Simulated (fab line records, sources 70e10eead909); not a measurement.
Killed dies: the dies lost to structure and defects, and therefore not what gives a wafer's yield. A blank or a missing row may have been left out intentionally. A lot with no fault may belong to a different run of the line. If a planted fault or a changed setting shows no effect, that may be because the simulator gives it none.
Chamber matching -- flow nand-harc -- NHARC_P_CONTACT_DEP_30 on pecvd-02 has 3 sister chambers
The step deposits SiNx, target thk 30 nm. 6 wafers are shown with their chamber, then 8 later ones without.

== WAFERS WITH THEIR CHAMBER ==
wafer,chamber,heater-power-w (W)
L077.2,1,610
L078.4,0,658
L079.2,2,585
L079.5,2,586
L079.6,1,636
L092.1,0,687

== WAFERS MISSING THEIR CHAMBER ==
wafer,heater-power-w (W)
L092.2,700
L092.6,722
L095.2,590
L095.3,673
L095.6,663
L097.3,621
L097.4,603
L097.6,614

== EACH ONE'S CHAMBER ==
wafer,from the rows above,in truth
L092.2,0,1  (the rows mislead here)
L092.6,0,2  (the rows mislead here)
L095.2,can't be placed: 2 or 1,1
L095.3,0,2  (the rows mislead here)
L095.6,can't be placed: 0 or 1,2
L097.3,1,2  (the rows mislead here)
L097.4,can't be placed: 2 or 1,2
L097.6,can't be placed: 1 or 2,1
Placed correctly: 0 of 8. Unplaceable from these rows: 4, with the true chamber sitting among the candidates in 3. Number placed wrongly: 4.
How it was worked out, from the rows above alone: a wafer's distance from a chamber is the root of the sum, over the readings, of the square of ((its reading less the chamber's mean) divided by the reading's scatter). The wafer belongs to the nearest chamber; if the next one is less than 2 further off, it can't be placed. A chamber's mean is the mean of its shown wafers. How the scatter is found: for the shown wafers, subtract from each reading the mean of its chamber, square and add these, divide the total by (wafers less chambers), then take the root.
